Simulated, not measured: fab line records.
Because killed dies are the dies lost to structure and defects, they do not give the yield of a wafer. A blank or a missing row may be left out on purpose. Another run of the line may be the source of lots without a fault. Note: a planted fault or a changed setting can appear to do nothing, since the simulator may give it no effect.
fab line records	flow n5-finfet
[record] lots = 9	wafers = 27	last-day = 18
route steps=1938 shown BEOL_M1@792 BEOL_M4@1111 PASSIVATION@1936
lots that met no fault: from a run of the same line without faults
start-h: hours from the record's first day to the start of the lot's first wafer shown	wait-h: hours since the lot's step before	" identical to the entry in the row above	L1.1+2: a single row standing in for several wafers	- no value present, or no start provided	* or withheld: withheld	< > ~ a bound
route shown NAME@n: a module of which the file shows steps, and the number in the route of the first	usual: mean/standard deviation taken from wafers without a fault	same: alike in all rows	chamber/n: place in a boat	sites: each site's reading	_std_site: the standard deviation of these	_edge_site: inner sites' mean taken away from outer sites' mean	radius-mm: how far each site lies from the wafer's centre	mask NAME#n: copy n	behind: the most recent tool/chamber to have shaped the wafer	hold: the reason the lot was held/the length of the hold in hours/how it ended	device: whichever transistor did not switch (one of n, p or np)	end of line: tests of these same wafers at the route's end	step lacking rows: just its recipe	killed: count of dies lost to structure and defects at first sort (not the wafer's yield)	map: the dies of a wafer, with x for killed, . for not killed, _ for no die there
set.NAME: the setting the step ran with; set.NAME@STEP: the setting that earlier step ran with	model.NAME: the simulator's own value behind a step, which no gauge read
route steps across a sampled set of lots; one table per step, one row per wafer
services: the hour from which a tool's chamber was out of use, counted from the record's first day as start-h (under 0 if before that day), plus the number of hours and why
[[steps]]
[step N5_BEOL_M1_ALD_98]
[recipe] material = SiO2	target-thk-a = 25	temp-c = 100	ald-precursor-family = BDEAS	ald-co-reactant = O2-plasma	pulse-time-s = 1	co-reactant-pulse-time-s = 1	purge-time-s = 2	co-reactant-purge-time-s = 2	ald-cycles = 17	pressure-torr = 2
[usual] chamber-pressure-Torr = 2.000/0.0043	heater-power-w = 76/7.8	precursor-pulse-height-rel = 1.000/0.019
[same] ald-cycles = 17
lot.wafer	tool	chamber	start-h	wait-h	chamber-pressure-Torr	heater-power-w	precursor-pulse-height-rel
L995.2	ald-sin-03	2	121.01	0.1	2.008	87	0.977
L995.3	"	3	"	"	2.001	72	1.017
L995.4	"	1	"	"	2.001	84	0.996
L106.1	ald-sin-04	1	192.03	0.1	1.997	84	0.984
L106.2	"	2	"	"	1.993	78	1.016
L106.5	"	0	"	"	2.000	61	1.004
L107.1	ald-sin-03	0	197.94	0.5	1.995	70	1.002
L107.3	"	3	"	"	2.004	74	1.003
L107.4	"	1	"	"	2.003	84	0.963
L110.2	ald-sin-04	3	213.18	0.1	2.002	88	0.962
L110.3	"	0	"	"	1.997	62	1.000
L110.6	"	3	"	"	2.000	87	1.023
L111.1	ald-sin-03	2	219.27	0.1	2.000	92	0.991
L111.2	"	0	"	"	2.000	68	1.033
L111.3	"	1	"	"	1.996	84	0.999
L114.1	ald-sin-02	2	253.20	0.5	1.995	78	0.993
L114.3	"	3	"	"	1.996	75	1.010
L114.5	"	3	"	"	1.995	75	0.997
L115.1	ald-sin-02	2	253.30	0.1	2.004	77	1.003
L115.2	"	3	"	"	1.991	75	1.021
L115.5	"	2	"	"	2.001	78	0.958
L117.2	ald-sin-02	0	259.77	0.1	1.993	65	1.046
L117.4	"	2	"	"	2.003	79	0.979
L117.6	"	3	"	"	2.003	76	0.994
L118.2	ald-sin-02	0	265.57	0.1	2.000	65	1.022
L118.3	"	3	"	"	2.003	74	1.021
L118.6	"	3	"	"	1.998	73	0.970
[step N5_BEOL_M1_ALD_84]
[recipe] material = TaN	target-thk-a = *	temp-c = 275	ald-precursor-family = PDMAT	ald-co-reactant = NH3	pressure-torr = 3	carrier-flow-sccm = 1500	pulse-time-s = 2	purge-time-s = 3	co-reactant-purge-time-s = 2	co-reactant-pulse-time-s = 3	ald-cycles = 30	precursor-vessel-temp-c = 75	precursor-vessel-pressure-torr = 26.25	precursor-vessel-carrier-sccm = 1000
[usual] ald-cycles = 30/0	chamber-pressure-Torr = 3.000/0.006	heater-power-w = 424/42
lot.wafer	tool	chamber	start-h	wait-h	ald-cycles	chamber-pressure-Torr	heater-power-w
L995.2	ald-metal-02	0	127.70	0.3	30	3.001	468
L995.3	"	3	"	"	30	2.992	428
L995.4	"	1	"	"	30	3.007	385
L106.1	ald-metal-04	0	195.17	0.2	-	-	-
L106.2	"	2	"	"	-	-	-
L106.5	"	0	"	"	-	-	-
L107.1	ald-metal-02	1	200.52	0.0	-	-	-
L107.3	"	2	"	"	-	-	-
L107.4	"	0	"	"	-	-	-
L110.2	ald-metal-02	1	219.09	0.0	30	3.004	382
L110.3	"	0	"	"	30	3.008	469
L110.6	"	3	"	"	30	3.007	425
L111.1	ald-metal-04	1	222.31	0.1	30	2.991	501
L111.2	"	2	"	"	30	2.998	425
L111.3	"	0	"	"	30	2.995	413
L114.1	ald-metal-04	0	256.67	0.3	30	2.995	412
L114.3	"	2	"	"	30	3.000	421
L114.5	"	3	"	"	30	2.997	435
L115.1	ald-metal-04	0	257.60	0.0	30	2.985	400
L115.2	"	2	"	"	30	2.997	423
L115.5	"	1	"	"	30	2.999	500
L117.2	ald-metal-04	0	261.00	0.0	30	2.998	415
L117.4	"	1	"	"	30	3.001	502
L117.6	"	1	"	"	30	3.000	500
L118.2	ald-metal-02	1	269.23	0.3	30	3.003	373
L118.3	"	3	"	"	30	3.000	420
L118.6	"	0	"	"	30	3.009	465
[step N5_BEOL_M1_SPUTTER_48]
[recipe] material = Cu	target-thk-a = 45	temp-c = -20	chamber-pressure-pa = 0.07	power-w = withheld	time-s = 8.29
[usual] throttle-valve-pct = 30.2/0.65
lot.wafer	tool	chamber	start-h	wait-h	throttle-valve-pct
L995.2	pvd-sputter-01	-	131.53	1.5	30.5
L995.3	"	-	"	"	30.2
L995.4	"	-	"	"	29.9
L106.1	pvd-sputter-02	-	195.91	0.2	30.5
L106.2	"	-	"	"	30.1
L106.5	"	-	"	"	31.5
L107.1	pvd-sputter-01	-	201.03	0.1	30.3
L107.3	"	-	"	"	29.4
L107.4	"	-	"	"	29.8
L110.2	pvd-sputter-02	-	219.55	0.1	29.8
L110.3	"	-	"	"	30.4
L110.6	"	-	"	"	30.6
L111.1	pvd-sputter-03	-	223.09	0.3	30.1
L111.2	"	-	"	"	31.1
L111.3	"	-	"	"	29.5
L114.1	pvd-sputter-01	-	257.23	0.2	30.4
L114.3	"	-	"	"	29.5
L114.5	"	-	"	"	30.4
L115.1	pvd-sputter-02	-	258.28	0.1	30.7
L115.2	"	-	"	"	29.8
L115.5	"	-	"	"	29.9
L117.2	pvd-sputter-01	-	261.63	0.2	30.2
L117.4	"	-	"	"	30.0
L117.6	"	-	"	"	30.1
L118.2	pvd-sputter-02	-	269.86	0.1	30.5
L118.3	"	-	"	"	31.6
L118.6	"	-	"	"	30.1
[step N5_BEOL_M1_ANNEAL_82]
[recipe] temp-c = 400	time-s = 240	ambient = vacuum
[usual] heater-power-w = 828/100
lot.wafer	tool	chamber	start-h	wait-h	heater-power-w
L995.2	pvd-sputter-01	-	132.05	0.0	793
L995.3	"	-	"	"	979
L995.4	"	-	"	"	711
L106.1	pvd-sputter-02	-	196.43	0.0	966
L106.2	"	-	"	"	705
L106.5	"	-	"	"	770
L107.1	pvd-sputter-01	-	201.55	0.0	798
L107.3	"	-	"	"	786
L107.4	"	-	"	"	710
L110.2	pvd-sputter-02	-	220.07	0.0	791
L110.3	"	-	"	"	978
L110.6	"	-	"	"	992
L111.1	pvd-sputter-03	-	223.61	0.0	819
L111.2	"	-	"	"	677
L111.3	"	-	"	"	920
L114.1	pvd-sputter-01	-	257.75	0.0	971
L114.3	"	-	"	"	808
L114.5	"	-	"	"	1006
L115.1	pvd-sputter-02	-	258.80	0.0	959
L115.2	"	-	"	"	802
L115.5	"	-	"	"	789
L117.2	pvd-sputter-01	-	262.15	0.0	971
L117.4	"	-	"	"	708
L117.6	"	-	"	"	988
L118.2	pvd-sputter-02	-	270.38	0.0	965
L118.3	"	-	"	"	810
L118.6	"	-	"	"	684
[step N5_BEOL_M1_CMP_52]
[recipe] stop-on = SiOC	t-overpolish-s = 6.8	down-force-psi = 1	platen-rpm = 50	clearing-platen-down-force-psi = 1.5	clearing-platen-rpm = 50	post-cmp-clean = cu-alkaline	target-thk-nm = 40	clearing-platen-pad-velocity-m-s = 0.99484	pad-velocity-m-s = 0.99484
[usual] barrier-field-endpoint-s = 24.3/0.66	head-pressure-psi = 1.0002/0.002	motor-current-A = 5.9/0.73
lot.wafer	tool	chamber	start-h	wait-h	barrier-field-endpoint-s	head-pressure-psi	motor-current-A
L995.3	cmp-02	0	134.30	0.2	23.9	1.0011	5.2
L995.4	"	1	"	"	23.9	1.0019	6.6
L995.2	"	3	"	"	23.6	0.9969	5.9
L106.1	cmp-04	2	198.22	0.3	22.8	0.9963	6.6
L106.2	"	0	"	"	22.1	0.9965	5.6
L106.5	"	2	"	"	23.1	0.9965	6.8
L107.1	cmp-02	0	203.28	0.3	22.3	1.0010	5.1
L107.4	"	1	"	"	22.3	1.0022	6.0
L107.3	"	3	"	"	21.3	0.9993	5.8
L110.2	cmp-04	3	221.84	0.2	24.8	0.9983	4.6
L110.3	"	0	"	"	24.5	0.9989	5.4
L110.6	"	2	"	"	24.8	0.9972	6.2
L111.2	cmp-04	3	225.34	0.2	24.2	1.0007	4.4
L111.3	"	0	"	"	24.4	0.9980	5.5
L111.1	"	2	"	"	23.4	1.0018	6.7
L114.1	cmp-02	3	259.52	0.3	23.1	1.0028	5.8
L114.3	"	1	"	"	23.0	0.9946	6.3
L114.5	"	3	"	"	23.3	1.0040	6.2
L115.1	cmp-04	0	260.57	0.3	24.4	1.0021	5.5
L115.2	"	1	"	"	23.2	0.9999	7.2
L115.5	"	0	"	"	24.9	1.0036	5.3
L117.4	cmp-02	0	263.92	0.2	25.3	1.0016	5.0
L117.2	"	1	"	"	24.1	0.9998	6.4
L117.6	"	3	"	"	24.9	0.9968	5.9
L118.2	cmp-04	1	272.15	0.2	23.8	1.0004	7.1
L118.3	"	2	"	"	24.3	0.9999	6.5
L118.6	"	0	"	"	24.1	1.0009	5.5
[step N5_BEOL_M4_RC_MEAS_101]
[usual] DIBL_N = 36.0/1.6	DIBL_P = 36.1/2	IOFF_N = 0.160/0.029	IOFF_P = 0.21/0.039	ION_N = 675/13	ION_P = 464/8.8	SS_N = 71.5/0.58	SS_P = 73.3/0.65	VT_N = 250/3.3	VT_P = -249/3.6
lot.wafer	tool	chamber	start-h	wait-h	DIBL_N[mV/V]	DIBL_P[mV/V]	IOFF_N[nA/um]	IOFF_P[nA/um]	ION_N[uA/um]	ION_P[uA/um]	SS_N[mV/dec]	SS_P[mV/dec]	VT_N[mV]	VT_P[mV]
L995.2	prober-02	0	164.07	0.2	37.4	36.9	0.164	0.21	676	456	72.0	73.4	247	-252
L995.3	"	0	"	"	35.6	34.9	0.128	0.19	659	454	71.5	73.0	251	-253
L995.4	"	0	"	"	36.4	33.6	0.141	0.17	662	449	71.6	72.7	254	-255
L110.2	prober-01	0	265.02	0.2	37.8	37.4	0.193	0.20	694	463	71.6	74.1	245	-251
L110.3	"	0	"	"	36.3	35.7	0.152	0.18	681	461	71.6	74.1	251	-252
L110.6	"	0	"	"	36.0	34.8	0.136	0.16	657	444	71.0	72.7	253	-254
L111.1	prober-02	0	267.89	0.0	34.5	34.8	0.138	0.19	657	455	71.2	72.6	252	-250
L111.2	"	0	"	"	35.9	37.2	0.166	0.25	673	467	71.7	73.0	249	-246
L111.3	"	0	"	"	35.9	36.8	0.171	0.23	682	470	71.7	73.5	246	-249
L114.1	prober-01	0	297.94	0.0	34.8	34.0	0.146	0.17	687	463	70.9	72.3	247	-252
L114.3	"	0	"	"	36.2	35.5	0.154	0.20	681	469	71.5	73.7	248	-250
L114.5	"	0	"	"	36.8	35.9	0.174	0.21	699	468	71.2	73.0	247	-250
L115.1	prober-02	0	301.11	0.0	35.4	35.1	0.146	0.20	695	478	71.2	72.2	249	-251
L115.2	"	0	"	"	36.8	36.5	0.159	0.22	675	466	71.7	73.2	251	-248
L115.5	"	0	"	"	38.6	39.2	0.210	0.27	706	479	72.0	74.0	247	-247
L118.2	prober-01	0	302.01	0.2	37.1	39.3	0.192	0.30	682	472	70.9	74.7	245	-242
L118.3	"	0	"	"	37.2	38.6	0.181	0.27	677	469	72.6	73.8	247	-246
L118.6	"	0	"	"	38.8	40.2	0.234	0.31	687	468	72.1	74.1	244	-242
L117.2	prober-02	0	303.43	0.2	34.6	33.6	0.128	0.19	664	462	70.7	72.0	253	-247
L117.4	"	0	"	"	35.0	35.3	0.139	0.21	657	458	71.5	72.9	253	-251
L117.6	"	0	"	"	37.1	37.7	0.180	0.25	682	465	71.9	74.1	247	-247
[step N5_PASSIVATION_PROBE_49]
[usual] defect-limited-yield = 91.0/1.3	killed_at_M0_to_M3 = 36/9.5	killed_at_M4_up = 14/5.6	killed-at-contacts = 12/6.4	killed-at-front-end = 40/10	killed-at-other = 3.2/3	killed-dies = 107/15	killed-on-rim = 15/4.5	killed-open = 69/12	killed-short = 35/7.7	sort_bin_4_leakage = 0/0	sort_bin_5_function = 5.3/0.91	sort_bin_6_memory = 3.3/0.65	sort_bin_8_speed = 0.00/0.012	sort-n-pass = 1073/15	sort-yield-pct = 91.0/1.3
[same] gross-dies = 1180	killed-at-back-side = 0
lot.wafer	tool	chamber	start-h	wait-h	defect-limited-yield[%]	killed_at_M0_to_M3	killed_at_M4_up	killed-at-contacts	killed-at-front-end	killed-at-other	killed-dies	killed-on-rim	killed-open	killed-short	sort_bin_4_leakage[%]	sort_bin_5_function[%]	sort_bin_6_memory[%]	sort_bin_8_speed[%]	sort-n-pass	sort-yield-pct[%]
L995.2	prober-02	-	270.16	0.1	92.6	34	13	6	32	2	87	14	57	29	0	5.0	2.1	0	1093	92.6
L995.3	prober-02	-	270.21	0.1	91.4	35	25	14	26	2	102	17	63	38	0	4.2	4.0	0	1078	91.4
L995.4	prober-02	-	270.26	0.2	92.8	38	7	12	27	1	85	13	61	24	0	3.6	3.3	0	1095	92.8
L107.1	prober-02	-	347.34	0.0	0	1121	9	9	38	3	1180	152	33	40	93.39	3.6	2.3	0	0	0
L107.3	prober-02	-	347.44	0.1	0	1130	12	8	27	3	1180	152	49	29	93.39	3.4	2.8	0	0	0
L107.4	prober-02	-	347.49	0.2	0	1113	9	7	43	8	1180	152	47	31	92.63	3.6	3.1	0	0	0
L106.1	prober-01	-	354.68	0.0	0	1098	12	8	56	6	1180	152	63	38	90.68	4.7	3.6	0	0	0
L106.2	prober-01	-	354.73	0.1	0	1125	9	12	32	2	1180	152	39	40	93.22	4.2	2.3	0	0	0
L106.5	prober-01	-	354.88	0.2	0	1105	4	12	56	3	1180	152	71	43	90.34	5.3	4.0	0	0	0
L111.1	prober-01	-	381.91	0.0	91.9	32	15	15	30	3	95	7	57	36	0	4.3	3.1	0	1085	91.9
L111.2	prober-01	-	381.96	0.1	88.6	51	16	14	50	3	134	18	95	37	0	6.9	4.2	0	1046	88.6
L111.3	prober-01	-	382.01	0.1	90.1	54	12	21	25	5	117	13	87	28	0	5.6	4.2	0	1063	90.1
L110.2	prober-02	-	385.79	0.1	90.3	37	21	6	37	13	114	14	73	41	0	5.8	3.3	0	1066	90.3
L110.3	prober-02	-	385.84	0.1	90.4	44	24	5	29	11	113	16	80	33	0	5.3	4.0	0	1067	90.4
L110.6	prober-02	-	385.99	0.3	91.4	35	14	13	37	3	102	14	51	50	0	4.7	3.4	0.08	1077	91.3
L114.1	prober-02	-	404.61	0.0	90.3	38	13	7	53	3	114	15	63	49	0	5.4	3.6	0	1066	90.3
L114.3	prober-02	-	404.71	0.1	88.8	57	10	6	58	1	132	20	84	47	0	7.0	3.6	0	1048	88.8
L114.5	prober-02	-	404.81	0.2	91.7	34	14	6	43	1	98	13	60	35	0	5.0	3.1	0	1082	91.7
L115.1	prober-01	-	405.30	0.0	92.1	25	11	18	33	6	93	12	59	32	0	4.8	2.9	0	1087	92.1
L115.2	prober-01	-	405.35	0.1	91.6	36	13	5	41	4	99	15	60	37	0	4.5	3.6	0	1081	91.6
L115.5	prober-01	-	405.50	0.2	91.3	37	19	7	33	7	103	16	63	38	0	5.3	3.0	0	1077	91.3
L118.2	prober-01	-	410.05	0.1	91.1	38	22	26	18	1	105	12	76	29	0	5.9	2.8	0	1075	91.1
L118.3	prober-01	-	410.10	0.1	91.4	24	26	15	35	1	101	13	77	24	0	5.1	3.4	0	1079	91.4
L118.6	prober-01	-	410.25	0.3	91.2	29	21	19	33	2	104	14	78	25	0	6.1	2.5	0	1076	91.2
L117.2	prober-01	-	421.63	0.1	89.7	56	12	15	38	0	121	17	83	35	0	5.7	4.2	0	1059	89.7
L117.4	prober-01	-	421.73	0.2	90.4	44	6	16	46	1	113	16	67	37	0	4.9	4.1	0	1067	90.4
L117.6	prober-01	-	421.83	0.3	91.4	31	6	13	52	0	102	14	64	32	0	5.2	2.9	0	1078	91.4
// killed by level:class
L995.2 BEOL_M1:geometric-particle:open=8 FIN_SAQP:geometric-particle:open=7 STI_FIN_REVEAL:geometric-particle:open=7 BEOL_M0_SAQP:geometric-particle:short=6 BEOL_M2:geometric-particle:open=6 BEOL_M4:geometric-particle:open=6 FIN_SAQP:geometric-particle:short=5 MOL_CONTACT_COAG:geometric-particle:open=5
L995.3 BEOL_M4:geometric-particle:open=13 BEOL_M2:geometric-particle:open=13 MOL_CONTACT_COAG:geometric-particle:open=10 GATE_CUT:geometric-particle:short=7 BEOL_M2:geometric-particle:short=7 BEOL_M0_SAQP:geometric-particle:short=5 MOL_CONTACT_COAG:geometric-particle:short=4 STARTING-WAFER:geometric-particle:short=4
L995.4 BEOL_M1:geometric-particle:open=15 MOL_CONTACT_COAG:geometric-particle:open=10 STI_FIN_REVEAL:geometric-particle:open=8 BEOL_M0_SAQP:geometric-particle:open=8 FIN_SAQP:geometric-particle:short=5 BEOL_M0_SAQP:geometric-particle:short=5 BEOL_M0:geometric-particle:open=4 BEOL_M4:geometric-particle:open=4
L107.1 BEOL_M1:area-ald=1075 M1:area-ald=27 FIN_SAQP:geometric-particle:short=9 FIN_SAQP:geometric-particle:open=6 MOL_CONTACT_COAG:geometric-particle:open=6 BEOL_M0_SAQP:geometric-particle:short=5 BEOL_M1:geometric-particle:short=5 BEOL_M0_SAQP:geometric-particle:open=4
L107.3 BEOL_M1:area-ald=1075 M1:area-ald=27 BEOL_M0_SAQP:geometric-particle:short=14 BEOL_M0_SAQP:geometric-particle:open=9 FIN_SAQP:geometric-particle:open=8 MOL_CONTACT_COAG:geometric-particle:open=8 FIN_SAQP:geometric-particle:short=4 BEOL_M4:geometric-particle:open=4
L107.4 BEOL_M1:area-ald=1073 M1:area-ald=20 FIN_SAQP:geometric-particle:short=15 HKMG_FIN:area-etch=7 MOL_CONTACT_COAG:geometric-particle:open=6 BEOL_M3:geometric-particle:open=6 GATE_CUT:geometric-particle:open=5 BEOL_M4:geometric-particle:open=5
L106.1 BEOL_M1:area-ald=1048 M1:area-ald=22 STI_FIN_REVEAL:geometric-particle:open=14 BEOL_M0_SAQP:geometric-particle:short=9 FIN_SAQP:geometric-particle:short=8 HKMG_FIN:area-etch=8 FIN_SAQP:geometric-particle:open=7 BEOL_M0_SAQP:geometric-particle:open=7
L106.2 BEOL_M1:area-ald=1083 M1:area-ald=17 MOL_CONTACT_COAG:geometric-particle:open=9 FIN_SAQP:geometric-particle:short=8 STI_FIN_REVEAL:geometric-particle:open=5 GATE_CUT:geometric-particle:short=5 BEOL_M0_SAQP:geometric-particle:short=5 DUMMY_GATE:geometric-particle:open=4
L106.5 BEOL_M1:area-ald=1048 M1:area-ald=18 BEOL_M0_SAQP:geometric-particle:open=14 FIN_SAQP:geometric-particle:short=11 MOL_CONTACT_COAG:geometric-particle:open=10 GATE_CUT:geometric-particle:short=9 BEOL_M0_SAQP:geometric-particle:short=9 BEOL_M3:geometric-particle:open=8
L111.1 MOL_CONTACT_COAG:geometric-particle:open=10 FIN_SAQP:geometric-particle:open=8 BEOL_M3:geometric-particle:open=8 BEOL_M0_SAQP:geometric-particle:open=6 FIN_SAQP:geometric-particle:short=5 SPACER0:geometric-particle:short=5 MOL_CONTACT_COAG:geometric-particle:short=5 BEOL_M2:geometric-particle:short=4
L111.2 STI_FIN_REVEAL:geometric-particle:open=11 BEOL_M1:geometric-particle:open=10 FIN_SAQP:geometric-particle:open=9 BEOL_M2:geometric-particle:open=9 BEOL_M0_SAQP:geometric-particle:open=9 MOL_CONTACT_COAG:geometric-particle:open=8 BEOL_M0:geometric-particle:open=7 GATE_CUT:geometric-particle:short=6
L111.3 MOL_CONTACT_COAG:geometric-particle:open=20 BEOL_M1:geometric-particle:open=13 BEOL_M0_SAQP:geometric-particle:open=12 BEOL_M2:geometric-particle:open=10 BEOL_M0_SAQP:geometric-particle:short=9 BEOL_M5:geometric-particle:open=4 FIN_SAQP:geometric-particle:open=3 DUMMY_GATE:geometric-particle:open=3
L110.2 BEOL_M4:geometric-particle:open=9 DUMMY_GATE:geometric-particle:open=8 STI_FIN_REVEAL:geometric-particle:open=7 BEOL_M0_SAQP:geometric-particle:open=7 BEOL_M0_SAQP:geometric-particle:short=7 BEOL_M3:geometric-particle:open=7 MIM_TOP_ETCH:geometric-particle:open=6 FIN_SAQP:geometric-particle:open=5
L110.3 BEOL_M4:geometric-particle:open=13 BEOL_M0_SAQP:geometric-particle:short=10 BEOL_M2:geometric-particle:open=10 STI_FIN_REVEAL:geometric-particle:open=6 BEOL_M0_SAQP:geometric-particle:open=6 BEOL_M1:geometric-particle:open=6 FIN_SAQP:geometric-particle:open=4 MOL_CONTACT_COAG:geometric-particle:open=4
L110.6 FIN_SAQP:geometric-particle:short=19 BEOL_M0_SAQP:geometric-particle:short=10 BEOL_M0_SAQP:geometric-particle:open=9 MOL_CONTACT_COAG:geometric-particle:open=8 BEOL_M4:geometric-particle:open=7 STI_FIN_REVEAL:geometric-particle:open=5 GATE_CUT:geometric-particle:short=5 MOL_CONTACT_COAG:geometric-particle:short=5
L114.1 FIN_SAQP:geometric-particle:short=26 FIN_SAQP:geometric-particle:open=17 BEOL_M0_SAQP:geometric-particle:open=14 BEOL_M0_SAQP:geometric-particle:short=10 MOL_CONTACT_COAG:geometric-particle:open=5 BEOL_M1:geometric-particle:open=5 BEOL_M2:geometric-particle:open=5 BEOL_M4:geometric-particle:open=5
L114.3 FIN_SAQP:geometric-particle:open=23 FIN_SAQP:geometric-particle:short=21 BEOL_M0_SAQP:geometric-particle:open=14 BEOL_M0_SAQP:geometric-particle:short=13 BEOL_M1:geometric-particle:open=9 BEOL_M3:geometric-particle:open=7 MOL_CONTACT_COAG:geometric-particle:open=6 DUMMY_GATE:geometric-particle:open=6
L114.5 FIN_SAQP:geometric-particle:short=15 FIN_SAQP:geometric-particle:open=10 BEOL_M1:geometric-particle:open=8 BEOL_M0_SAQP:geometric-particle:open=7 STI_FIN_REVEAL:geometric-particle:open=6 BEOL_M0_SAQP:geometric-particle:short=5 BEOL_M2:geometric-particle:open=5 BEOL_M4:geometric-particle:open=5
L115.1 MOL_CONTACT_COAG:geometric-particle:open=15 GATE_CUT:geometric-particle:short=10 BEOL_M0_SAQP:geometric-particle:open=10 GATE_CUT:geometric-particle:open=7 BEOL_M0_SAQP:geometric-particle:short=5 BEOL_M4:geometric-particle:open=4 STI_FIN_REVEAL:geometric-particle:open=3 SPACER0:geometric-particle:open=3
L115.2 FIN_SAQP:geometric-particle:open=13 BEOL_M0_SAQP:geometric-particle:open=10 BEOL_M0_SAQP:geometric-particle:short=9 GATE_CUT:geometric-particle:short=5 MOL_CONTACT_COAG:geometric-particle:open=5 BEOL_M4:geometric-particle:open=5 SPACER0:geometric-particle:open=4 BEOL_M1:geometric-particle:short=4
L115.5 DUMMY_GATE:geometric-particle:open=9 BEOL_M4:geometric-particle:open=9 BEOL_M0_SAQP:geometric-particle:short=8 BEOL_M2:geometric-particle:open=6 FIN_SAQP:geometric-particle:open=5 BEOL_M1:geometric-particle:open=5 BEOL_M3:geometric-particle:open=5 STARTING-WAFER:geometric-particle:open=5
L118.2 MOL_CONTACT_COAG:geometric-particle:open=22 BEOL_M4:geometric-particle:open=16 BEOL_M1:geometric-particle:open=11 BEOL_M2:geometric-particle:open=10 BEOL_M1:geometric-particle:short=5 MOL_CONTACT_COAG:geometric-particle:short=4 STI_FIN_REVEAL:geometric-particle:open=3 BEOL_M0_SAQP:geometric-particle:short=3
L118.3 BEOL_M4:geometric-particle:open=15 MOL_CONTACT_COAG:geometric-particle:open=13 FIN_SAQP:geometric-particle:open=7 BEOL_M2:geometric-particle:open=6 DUMMY_GATE:geometric-particle:open=5 BEOL_M3:geometric-particle:open=5 ILD0:geometric-particle:short=4 GATE_CUT:geometric-particle:short=4
L118.6 MOL_CONTACT_COAG:geometric-particle:open=17 BEOL_M4:geometric-particle:open=11 FIN_SAQP:geometric-particle:open=9 BEOL_M0_SAQP:geometric-particle:short=7 DUMMY_GATE:geometric-particle:open=6 STI_FIN_REVEAL:geometric-particle:open=4 BEOL_M0_SAQP:geometric-particle:open=4 BEOL_M2:geometric-particle:open=4
L117.2 BEOL_M0_SAQP:geometric-particle:open=17 MOL_CONTACT_COAG:geometric-particle:open=14 BEOL_M0_SAQP:geometric-particle:short=12 BEOL_M2:geometric-particle:open=10 DUMMY_GATE:geometric-particle:open=7 BEOL_M5:geometric-particle:open=7 FIN_SAQP:geometric-particle:open=6 GATE_CUT:geometric-particle:short=6
L117.4 STI_FIN_REVEAL:geometric-particle:open=15 MOL_CONTACT_COAG:geometric-particle:open=11 BEOL_M0_SAQP:geometric-particle:short=8 BEOL_M2:geometric-particle:open=7 BEOL_M0_SAQP:geometric-particle:open=7 HKMG_FIN:area-etch=7 FIN_SAQP:geometric-particle:short=6 BEOL_M1:geometric-particle:open=6
L117.6 MOL_CONTACT_COAG:geometric-particle:open=12 FIN_SAQP:geometric-particle:open=10 DUMMY_GATE:geometric-particle:open=9 BEOL_M0_SAQP:geometric-particle:short=8 FIN_SAQP:geometric-particle:short=7 BEOL_M0_SAQP:geometric-particle:open=7 BEOL_M0:geometric-particle:open=6 HKMG_FIN:area-etch=5
[[services]]
tool	chamber	start-h	hours	kind
cmp-02	-	102.12	2.7	repair
cmp-02	-	119.96	2.1	repair
ald-metal-02	3	120.85	3.3	repair
cmp-02	-	135.25	4.0	pm
pvd-sputter-03	-	149.66	0.9	repair
cmp-04	-	159.73	1.9	repair
ald-metal-02	-	160.91	2.8	pm
ald-sin-02	0	197.62	23.9	repair
cmp-02	-	199.17	2.7	repair
ald-sin-03	2	204.26	4.2	repair
ald-sin-02	-	206.28	1.0	repair
ald-metal-02	0	232.68	5.0	repair
cmp-04	-	233.51	0.4	repair
cmp-04	-	239.57	4.0	pm
cmp-04	-	243.57	-	consumable-replace:conditioner
cmp-04	-	243.57	-	consumable-replace:pad
cmp-02	-	243.57	6.4	pm
ald-sin-04	-	250.61	6.1	pm
ald-sin-02	1	250.79	19.6	repair
ald-metal-02	3	253.00	4.2	repair
ald-metal-02	-	262.73	0.6	repair
pvd-sputter-01	-	265.37	5.6	repair
cmp-04	-	265.77	0.9	repair
ald-sin-02	-	268.25	14.0	pm
[[key]]
[first-sign] step = N5_BEOL_M1_ALD_84	reading = tool-record	direction = missing
[effect] step = N5_BEOL_M1_CMP_52	reading = barrier-field-endpoint-s	direction = down	sigmas = 3	usual = 24.3	struck = 22.3
[effect] step = N5_PASSIVATION_PROBE_49	reading = sort_bin_4_leakage	direction = up	sigmas = 99+	usual = 0	struck = 92.27
[more-kills-born-at] N5_BEOL_M1_ALD_84@ald-metal-02 = 3288	N5_BEOL_M1_ALD_84@ald-metal-04 = 3236
met-at N5_BEOL_M1_ALD_84
struck-lots L106,L107
later-rows-left-out L106.1,L106.2,L106.5,L107.1,L107.3,L107.4
not-acting-at N5_BEOL_M1_ALD_98,N5_BEOL_M1_SPUTTER_48,N5_BEOL_M1_ANNEAL_82
onset-between 127.70 195.17
[fault] kind = skipped-step-whole	tool = ald-metal-02,ald-metal-04	chamber = -	onset-h = 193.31	steps = N5_BEOL_M1_ALD_84	scope = struck-lots-only
// later-rows-left-out: the simulator's readings of these wafers behind a module that went badly wrong aren't trusted and aren't shown, but for the sort
